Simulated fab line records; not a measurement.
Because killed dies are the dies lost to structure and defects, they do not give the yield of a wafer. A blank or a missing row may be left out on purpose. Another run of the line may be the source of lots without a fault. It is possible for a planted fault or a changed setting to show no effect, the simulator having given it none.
8D (eight disciplines) problem report, filled in by code || flow n5_finfet || the parts of the form that need people (team, actions taken, sign-off) are left out

1. PROBLEM STATEMENT
Mean of oes_product_au at N5_FIN_SAQP_MANDREL_ETCH_22: 0.667 a.u. across 6 wafers in 2 lots; on wafers with no fault it is 0.767 a.u. (standard deviation 0.012). That is -8.3 standard deviations from the usual mean.
The step: etches a-Si in HBr/Cl2, stops on SiNx, target depth 60 nm, bt time 10 s, time 30 s.
Seen first at day 6 16:07 on rie_si-02, wafer L289.3. The record holds 29 wafers of 10 lots with a number at this step. Rule for "out", or "out of limits": more than 4 standard deviations from the usual mean. Any other wafer with a number is counted as sound.

2. WHAT IT IS, WHAT IT ISN'T
{"question": "which readings at this step", "is": "oes_product_au", "is not": "drypump_motor_current_A, throttle_valve_pct"}
{"question": "which lots", "is": "L289, L290", "is not": "L271, L273, L274, L276, L277, L279, L280, L283"}
{"question": "which wafers of those lots", "is": "all that have a number", "is not": "-"}
{"question": "read on which tools", "is": "rie_si-02", "is not": "rie_si-01, rie_si-03"}
{"question": "when", "is": "from day 6 16:07", "is not": "up to then (23 sound wafers)"}

3. SUSPECTS, AND WHAT RULES EACH OUT
Counting: any tool at a process step up to the reading is kept as a suspect provided that every lot that is out went through it and no sound lot did after the first of them.
- rie_si-02 at N5_FIN_SAQP_MANDREL_ETCH_22 (etches a-Si in HBr/Cl2, stops on SiNx, target depth 60 nm, bt time 10 s, time 30 s): kept. It ran every lot that is out, first L289 (day 6 16:07), and no sound lot after that; its last sound lot up to then is L279 (day 4 06:21). On those wafers its own readings are out: oes_product_au.
The count leaves rie_si-02 at N5_FIN_SAQP_MANDREL_ETCH_22.

4. THE CAUSE (what the simulator had put in)
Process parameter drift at N5_FIN_SAQP_MANDREL_ETCH_22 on rie_si-02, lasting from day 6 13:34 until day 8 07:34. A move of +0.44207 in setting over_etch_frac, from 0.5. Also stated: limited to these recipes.
After counting, this tool was the only one left.

5. SEQUENCE OF EFFECTS, ordered by route
Rows list readings where the struck wafers' mean (over those with a number) sits beyond 3 standard deviations from the usual. Only readings for which the record gives a usual standard deviation are gone through. hours: the time from each lot's start at the first step in this table that gives one to its start at this step, as a median over the lots. sigmas: the change in usual standard deviations.
{"hours": 0, "step": "N5_FIN_SAQP_MANDREL_ETCH_22", "reading": "oes_product_au", "usual": "0.767 a.u.", "on struck wafers": 0.667, "change": -0.100, "sigmas": -8.3}
{"hours": 2, "step": "N5_FIN_SAQP_ETCH_57", "reading": "etch_rf_on_time_s", "usual": "47.0 s", "on struck wafers": 39.9, "change": -7.1, "sigmas": -5.9}
Here are the process steps it includes:
- N5_FIN_SAQP_MANDREL_ETCH_22: etches a-Si in HBr/Cl2, stops on SiNx, target depth 60 nm, bt time 10 s, time 30 s.
- N5_FIN_SAQP_ETCH_57: etches SiNx in CH3F/O2, target depth 32.5 nm, time 46.4 s.
At these later measuring or inspecting steps, every struck wafer for which the step has a row has a number for every such reading, and none has moved that far: N5_FIN_SAQP_CD_MEAS_27.

6. WHAT WOULD HAVE CAUGHT IT SOONER
First out-of-limits reading in this record: day 6 16:07, which is 3 hours after fault onset at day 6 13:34.
